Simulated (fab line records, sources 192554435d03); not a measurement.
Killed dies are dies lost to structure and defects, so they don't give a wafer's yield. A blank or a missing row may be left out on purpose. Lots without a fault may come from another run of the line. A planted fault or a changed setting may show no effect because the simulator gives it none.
Chamber matching | flow n5_finfet | N5_BEOL_M11_ETCH_66 on rie_diel-06: 4 sister chambers
The step etches SOC in N2/H2, target depth 120 nm, overetch 24 nm, time 180 s. 14 wafers are shown with their chamber, then 7 later ones without.

WAFERS WITH THEIR CHAMBER
wafer  | chamber | showerhead_plenum_p_Torr (Torr) | throttle_valve_pct (%) | drypump_motor_current_A (A)
L074.1 | 0       | 2.70                            | 17.73                  | 5.5
L074.4 | 1       | 2.64                            | 18.24                  | 6.2
L074.6 | 0       | 2.71                            | 17.73                  | 5.5
L078.1 | 0       | 2.70                            | 17.75                  | 5.5
L078.4 | 1       | 2.64                            | 18.23                  | 6.2
L078.6 | 2       | 2.73                            | 18.14                  | 5.7
L082.1 | 3       | 2.47                            | 17.70                  | 5.9
L082.2 | 1       | 2.64                            | 18.25                  | 6.2
L082.3 | 2       | 2.72                            | 18.14                  | 5.8
L084.2 | 3       | 2.47                            | 17.73                  | 5.9
L084.4 | 1       | 2.63                            | 18.27                  | 6.1
L084.5 | 1       | 2.63                            | 18.26                  | 6.2
L087.3 | 0       | 2.69                            | 17.80                  | 5.5
L087.5 | 3       | 2.47                            | 17.73                  | 5.9

SIGNATURES (means of the wafers above)
reading                  | chamber 0 | chamber 1 | chamber 2 | chamber 3 | scatter within a chamber
showerhead_plenum_p_Torr | 2.7000    | 2.6360    | 2.7250    | 2.4700    | 0.00608
throttle_valve_pct       | 17.7525   | 18.2500   | 18.1400   | 17.7200   | 0.0221
drypump_motor_current_A  | 5.500     | 6.180     | 5.750     | 5.900     | 0.0361
Rule: a wafer's distance from a chamber is the root of the sum, over the readings, of the square of ((its reading less the chamber's mean) divided by the reading's scatter). The wafer belongs to the nearest chamber; if the next one is less than 2 further off, it can't be placed. The scatter: the root of (the sum of the squares of (reading less its chamber's mean) over the shown wafers, divided by (wafers less chambers)).

WAFERS WITHOUT THEIR CHAMBER
wafer  | showerhead_plenum_p_Torr (Torr) | throttle_valve_pct (%) | drypump_motor_current_A (A)
L087.6 | 2.72                            | 18.17                  | 5.8
L088.3 | 2.69                            | 17.78                  | 5.5
L088.5 | 2.63                            | 18.26                  | 6.2
L088.6 | 2.69                            | 17.79                  | 5.5
L097.2 | 2.71                            | 18.20                  | 5.8
L097.4 | 2.62                            | 18.31                  | 6.2
L097.6 | 2.69                            | 17.81                  | 5.5

WHICH CHAMBER EACH WENT THROUGH
wafer  | from the rows above | in truth
L087.6 | 2                   | 2
L088.3 | 0                   | 0
L088.5 | 1                   | 1
L088.6 | 0                   | 0
L097.2 | 2                   | 2
L097.4 | 1                   | 1
L097.6 | 0                   | 0
Placed correctly: 7 of 7. Can't be placed from these rows: 0. Placed wrongly: 0.
